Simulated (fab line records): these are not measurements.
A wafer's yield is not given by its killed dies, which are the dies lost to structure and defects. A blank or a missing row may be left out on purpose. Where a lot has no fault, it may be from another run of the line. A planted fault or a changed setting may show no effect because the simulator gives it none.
Which tool was responsible?	flow n5 finfet	24 lots with 72 wafers sampled at 6 steps, on a route of 1938 steps

WHAT THE GAUGES SHOWED, per wafer
The record lacks any reading of a measuring or inspecting step that a usual standard deviation could be used to judge.

EACH LOT AND THE TOOL THAT RAN IT (in order: tool; ch and the chambers of the sampled wafers; start)
lot	N5_BEOL_M1_ETCH_70	N5_BEOL_M1_ETCH_41	N5_BEOL_M1_ANNEAL_49	N5_BEOL_M1_ANNEAL_82	N5_BEOL_M1_ANNEAL_87	N5_BEOL_M1_SPUTTER_92
L074	rie diel-01 ch 1,2, day 6 02:49	rie diel-01 ch 1,2, day 6 05:38 or earlier	pvd sputter-03, day 6 05:38	pvd sputter-03, day 6 06:04	pvd sputter-03, day 6 06:17	pvd sputter-03, day 6 06:52
L075	rie diel-01 ch 1,2,3, day 6 13:25	rie diel-01 ch 1,2,3, day 6 15:11 or earlier	pvd sputter-01, day 6 15:11	pvd sputter-01, day 6 15:37	pvd sputter-01, day 6 15:50	pvd sputter-01, day 6 16:25
L076	rie diel-03 ch 0,2,3, day 6 16:22	rie diel-03 ch 0,2,3, day 6 17:46 or earlier	pvd sputter-01, day 6 17:46	pvd sputter-01, day 6 18:12	pvd sputter-01, day 6 18:25	pvd sputter-01, day 6 19:00
L078	rie diel-01 ch 0,1,3, day 6 22:19	rie diel-01 ch 0,1,3, day 7 00:17 or earlier	pvd sputter-02, day 7 00:17	pvd sputter-02, day 7 00:44	pvd sputter-02, day 7 00:57	pvd sputter-02, day 7 01:32
L077	rie diel-03 ch 0,1,2, day 7 02:05	rie diel-03 ch 0,1,2, day 7 05:35 or earlier	pvd sputter-02, day 7 05:35	pvd sputter-02, day 7 06:01	pvd sputter-02, day 7 06:14	pvd sputter-02, day 7 06:49
L079	rie diel-04 ch 0,2, day 7 09:52	rie diel-04 ch 0,2, day 7 11:10 or earlier	pvd sputter-01, day 7 11:10	pvd sputter-01, day 7 11:36	pvd sputter-01, day 7 11:49	pvd sputter-01, day 7 12:24
L080	rie diel-01 ch 0,1, day 8 02:54	rie diel-01 ch 0,1, day 8 04:25 or earlier	pvd sputter-02, day 8 04:25	pvd sputter-02, day 8 04:51	pvd sputter-02, day 8 05:04	pvd sputter-02, day 8 05:39
L081	rie diel-01 ch 1,2, day 8 05:46	rie diel-01 ch 1,2, day 8 07:20 or earlier	pvd sputter-01, day 8 07:20	pvd sputter-01, day 8 07:47	pvd sputter-01, day 8 08:00	pvd sputter-01, day 8 08:35
L082	rie diel-03 ch 0,1, day 8 06:15	rie diel-03 ch 0,1, day 8 09:14 or earlier	pvd sputter-02, day 8 09:14	pvd sputter-02, day 8 09:41	pvd sputter-02, day 8 09:54	pvd sputter-02, day 8 10:29
L084	rie diel-01 ch 0,2, day 8 13:05	rie diel-01 ch 0,2, day 8 14:55 or earlier	pvd sputter-03, day 8 14:55	pvd sputter-03, day 8 15:22	pvd sputter-03, day 8 15:35	pvd sputter-03, day 8 16:10
L083	rie diel-03 ch 0,1,3, day 8 16:40	rie diel-03 ch 0,1,3, day 8 18:28 or earlier	pvd sputter-03, day 8 18:28	pvd sputter-03, day 8 18:54	pvd sputter-03, day 8 19:07	pvd sputter-03, day 8 19:42
L085	rie diel-04 ch 0,2, day 8 22:08	rie diel-04 ch 0,2, day 9 00:17 or earlier	pvd sputter-02, day 9 00:17	pvd sputter-02, day 9 00:44	pvd sputter-02, day 9 00:57	pvd sputter-02, day 9 01:32
L086	rie diel-04 ch 0,1,2, day 9 01:58	rie diel-04 ch 0,1,2, day 9 03:37 or earlier	pvd sputter-01, day 9 03:37	pvd sputter-01, day 9 04:04	pvd sputter-01, day 9 04:17	pvd sputter-01, day 9 04:52
L087	rie diel-04 ch 0,1,2, day 9 08:17	rie diel-04 ch 0,1,2, day 9 09:34 or earlier	pvd sputter-03, day 9 09:34	pvd sputter-03, day 9 10:00	pvd sputter-03, day 9 10:13	pvd sputter-03, day 9 10:48
L088	rie diel-01 ch 0,1,3, day 10 01:31	rie diel-01 ch 0,1,3, day 10 03:35 or earlier	pvd sputter-03, day 10 03:35	pvd sputter-03, day 10 04:01	pvd sputter-03, day 10 04:14	pvd sputter-03, day 10 04:49
L089	rie diel-01 ch 0,1,3, day 10 03:00	rie diel-01 ch 0,1,3, day 10 04:50 or earlier	pvd sputter-01, day 10 04:50	pvd sputter-01, day 10 05:17	pvd sputter-01, day 10 05:30	pvd sputter-01, day 10 06:05
L090	rie diel-01 ch 0,1,2, day 10 07:30	rie diel-01 ch 0,1,2, day 10 08:59 or earlier	pvd sputter-01, day 10 08:59	pvd sputter-01, day 10 09:25	pvd sputter-01, day 10 09:38	pvd sputter-01, day 10 10:13
L091	rie diel-01 ch 1,2,3, day 10 07:55	rie diel-01 ch 1,2,3, day 10 09:35 or earlier	pvd sputter-02, day 10 09:35	pvd sputter-02, day 10 10:01	pvd sputter-02, day 10 10:14	pvd sputter-02, day 10 10:49
L092	rie diel-01 ch 0,2, day 11 01:55	rie diel-01 ch 0,2, day 11 03:41 or earlier	pvd sputter-01, day 11 03:41	pvd sputter-01, day 11 04:07	pvd sputter-01, day 11 04:20	pvd sputter-01, day 11 04:55
L093	rie diel-01 ch 0,3, day 11 05:50	rie diel-01 ch 0,3, day 11 07:29 or earlier	pvd sputter-02, day 11 07:29	pvd sputter-02, day 11 07:55	pvd sputter-02, day 11 08:08	pvd sputter-02, day 11 08:43
L095	rie diel-04 ch 2,3, day 11 14:22	rie diel-04 ch 2,3, day 11 15:34 or earlier	pvd sputter-02, day 11 15:34	pvd sputter-02, day 11 16:00	pvd sputter-02, day 11 16:13	pvd sputter-02, day 11 16:48
L094	rie diel-01 ch 0,2, day 11 14:28	rie diel-01 ch 0,2, day 11 15:46 or earlier	pvd sputter-01, day 11 15:46	pvd sputter-01, day 11 16:13	pvd sputter-01, day 11 16:26	pvd sputter-01, day 11 17:01
L097	rie diel-01 ch 1,2,3, day 12 07:37	rie diel-01 ch 1,2,3, day 12 09:10 or earlier	pvd sputter-02, day 12 09:10	pvd sputter-02, day 12 09:36	pvd sputter-02, day 12 09:49	pvd sputter-02, day 12 10:24
L096	rie diel-01 ch 0,1,2, day 12 11:22	rie diel-01 ch 0,1,2, day 12 13:18 or earlier	pvd sputter-01, day 12 13:18	pvd sputter-01, day 12 13:44	pvd sputter-01, day 12 13:58	pvd sputter-01, day 12 14:32
- N5_BEOL_M1_ETCH_70: etches SOC in N2/H2, target depth 80 nm, overetch 16 nm, time 120 s.
- N5_BEOL_M1_ETCH_41: etches SiCN in CH3F/O2, target depth 31.9 nm, time 57.8 s.
- N5_BEOL_M1_ANNEAL_49: time 240 s.
- N5_BEOL_M1_ANNEAL_82: time 240 s.
- N5_BEOL_M1_ANNEAL_87: time 240 s.
- N5_BEOL_M1_SPUTTER_92: material Cu, target thk 4.5 nm, time 8.29 s.

AS READ BY THE TOOLS THEMSELVES (means over the sampled wafers that have a number; for cases with no such wafer, the mark the record gives instead)
N5_BEOL_M1_ETCH_70.
lot	tool	drypump motor current A (A)	oes product au (a.u.)	rf vpp V (V)	showerhead plenum p Torr (Torr)	temp c (C)	throttle valve pct (%)
L074	rie diel-01	5.7	0.59	524.2	2.58	39.97	17.77
L075	rie diel-01	5.7	0.63	525.1	2.60	40.03	17.66
L076	rie diel-03	5.2	0.62	522.5	2.53	39.95	17.99
L078	rie diel-01	5.5	0.67	527.4	2.66	39.84	17.60
L077	rie diel-03	5.5	0.62	524.2	2.56	39.94	17.89
L079	rie diel-04	5.8	0.53	525.9	2.61	40.02	17.97
L080	rie diel-01	5.4	0.67	528.4	2.70	40.01	17.67
L081	rie diel-01	5.8	0.62	526.4	2.64	39.98	17.54
L082	rie diel-03	5.7	0.63	523.4	2.52	40.02	17.79
L084	rie diel-01	5.4	0.57	524.7	2.57	39.98	17.99
L083	rie diel-03	5.3	0.62	522.9	2.49	39.85	17.89
L085	rie diel-04	5.8	0.53	525.7	2.61	39.85	17.99
L086	rie diel-04	5.7	0.56	525.1	2.56	40.01	17.86
L087	rie diel-04	5.8	0.55	524.5	2.56	40.02	17.85
L088	rie diel-01	5.5	0.65	527.8	2.65	40.04	17.64
L089	rie diel-01	5.5	0.65	527.5	2.65	39.99	17.65
L090	rie diel-01	5.5	0.68	526.0	2.63	39.94	17.62
L091	rie diel-01	5.7	0.68	526.3	2.59	40.08	17.56
L092	rie diel-01	5.2	0.67	526.8	2.63	39.99	17.81
L093	rie diel-01	5.3	0.64	526.7	2.62	39.97	17.80
L095	rie diel-04	6.3	0.54	522.4	2.47	40.07	17.94
L094	rie diel-01	5.2	0.66	526.3	2.63	40.04	17.81
L097	rie diel-01	5.6	0.65	525.5	2.58	40.06	17.59
L096	rie diel-01	5.5	0.65	525.7	2.62	40.01	17.64

N5_BEOL_M1_ETCH_41.
lot	tool	CH3F_flow_sccm (sccm)	drypump motor current A (A)	oes product au (a.u.)	rf vpp V (V)	showerhead plenum p Torr (Torr)	throttle valve pct (%)
L074	rie diel-01	29.94	5.7	0.76	297.5	2.03	16.28
L075	rie diel-01	30.04	5.6	0.83	297.8	2.05	16.17
L076	rie diel-03	30.08	5.1	0.82	296.9	1.99	16.51
L078	rie diel-01	30.04	5.5	0.89	299.0	2.10	16.07
L077	rie diel-03	29.96	5.5	0.81	297.5	2.02	16.43
L079	rie diel-04	30.04	5.8	0.68	298.4	2.06	16.57
L080	rie diel-01	29.98	5.4	0.87	300.0	2.12	16.08
L081	rie diel-01	29.92	5.9	0.81	298.8	2.07	16.06
L082	rie diel-03	29.89	5.7	0.82	296.7	1.99	16.34
L084	rie diel-01	29.94	5.4	0.75	298.1	2.03	16.44
L083	rie diel-03	29.98	5.3	0.82	296.7	1.96	16.42
L085	rie diel-04	29.94	5.8	0.68	298.6	2.06	16.60
L086	rie diel-04	30.08	5.8	0.73	297.8	2.02	16.38
L087	rie diel-04	30.02	5.7	0.72	297.2	2.02	16.38
L088	rie diel-01	29.96	5.4	0.86	299.3	2.09	16.12
L089	rie diel-01	29.98	5.5	0.85	299.5	2.09	16.12
L090	rie diel-01	29.95	5.5	0.89	299.3	2.07	16.08
L091	rie diel-01	29.97	5.6	0.91	298.6	2.04	16.07
L092	rie diel-01	30.09	5.2	0.88	299.2	2.06	16.21
L093	rie diel-01	29.96	5.3	0.84	299.3	2.06	16.28
L095	rie diel-04	30.00	6.3	0.69	295.7	1.95	16.53
L094	rie diel-01	29.91	5.3	0.87	298.6	2.06	16.23
L097	rie diel-01	30.00	5.7	0.86	298.2	2.03	16.10
L096	rie diel-01	30.00	5.6	0.85	299.8	2.06	16.10

N5_BEOL_M1_ANNEAL_49.
lot	tool	heater power w (W)
L074	pvd sputter-03	803
L075	pvd sputter-01	834
L076	pvd sputter-01	895
L078	pvd sputter-02	768
L077	pvd sputter-02	803
L079	pvd sputter-01	836
L080	pvd sputter-02	733
L081	pvd sputter-01	835
L082	pvd sputter-02	808
L084	pvd sputter-03	861
L083	pvd sputter-03	803
L085	pvd sputter-02	796
L086	pvd sputter-01	888
L087	pvd sputter-03	788
L088	pvd sputter-03	850
L089	pvd sputter-01	876
L090	pvd sputter-01	902
L091	pvd sputter-02	750
L092	pvd sputter-01	905
L093	pvd sputter-02	766
L095	pvd sputter-02	826
L094	pvd sputter-01	820
L097	pvd sputter-02	785
L096	pvd sputter-01	913

N5_BEOL_M1_ANNEAL_82.
lot	tool	heater power w (W)
L074	pvd sputter-03	803
L075	pvd sputter-01	829
L076	pvd sputter-01	898
L078	pvd sputter-02	765
L077	pvd sputter-02	809
L079	pvd sputter-01	834
L080	pvd sputter-02	738
L081	pvd sputter-01	859
L082	pvd sputter-02	808
L084	pvd sputter-03	854
L083	pvd sputter-03	807
L085	pvd sputter-02	796
L086	pvd sputter-01	868
L087	pvd sputter-03	791
L088	pvd sputter-03	856
L089	pvd sputter-01	878
L090	pvd sputter-01	887
L091	pvd sputter-02	739
L092	pvd sputter-01	895
L093	pvd sputter-02	757
L095	pvd sputter-02	826
L094	pvd sputter-01	833
L097	pvd sputter-02	807
L096	pvd sputter-01	933

N5_BEOL_M1_ANNEAL_87.
lot	tool	heater power w (W)
L074	pvd sputter-03	807
L075	pvd sputter-01	830
L076	pvd sputter-01	901
L078	pvd sputter-02	760
L077	pvd sputter-02	815
L079	pvd sputter-01	851
L080	pvd sputter-02	731
L081	pvd sputter-01	854
L082	pvd sputter-02	810
L084	pvd sputter-03	856
L083	pvd sputter-03	806
L085	pvd sputter-02	798
L086	pvd sputter-01	880
L087	pvd sputter-03	792
L088	pvd sputter-03	844
L089	pvd sputter-01	895
L090	pvd sputter-01	898
L091	pvd sputter-02	746
L092	pvd sputter-01	900
L093	pvd sputter-02	759
L095	pvd sputter-02	837
L094	pvd sputter-01	834
L097	pvd sputter-02	811
L096	pvd sputter-01	929

N5_BEOL_M1_SPUTTER_92.
lot	tool	throttle valve pct (%)
L074	pvd sputter-03	30.6
L075	pvd sputter-01	29.6
L076	pvd sputter-01	29.8
L078	pvd sputter-02	28.6
L077	pvd sputter-02	29.2
L079	pvd sputter-01	29.0
L080	pvd sputter-02	30.3
L081	pvd sputter-01	29.3
L082	pvd sputter-02	29.2
L084	pvd sputter-03	29.5
L083	pvd sputter-03	30.6
L085	pvd sputter-02	29.9
L086	pvd sputter-01	29.5
L087	pvd sputter-03	29.8
L088	pvd sputter-03	29.4
L089	pvd sputter-01	29.4
L090	pvd sputter-01	29.7
L091	pvd sputter-02	29.3
L092	pvd sputter-01	30.1
L093	pvd sputter-02	28.4
L095	pvd sputter-02	28.5
L094	pvd sputter-01	29.3
L097	pvd sputter-02	29.1
L096	pvd sputter-01	29.6

THE ANSWER, worked out from the rows above alone
Rule: usual is defined by the lots themselves. Put in order of their means at a reading, lots are off if they are a third of the lots or fewer, leave a main group of 4 or more, and stand apart from it by a gap of 3 or more times the standard deviation of the main group's means; of several such gaps the widest counts. Not used: any main group whose means are identical at the precision the tables above print for the reading. Also off: a lot with no number at a reading for which 4 or more lots have one. All remaining lots with rows at the step are treated as sound. First the gauges in route order, then the tools' own readings, where a lot's mean is used as printed above. The first step at which some lot is off is used, and at that step the reading that is off furthest; a lot without a number counts as furthest.
No lot is off at any reading shown: from this, nothing can be told.

WHAT THE SIMULATOR HAD INSERTED
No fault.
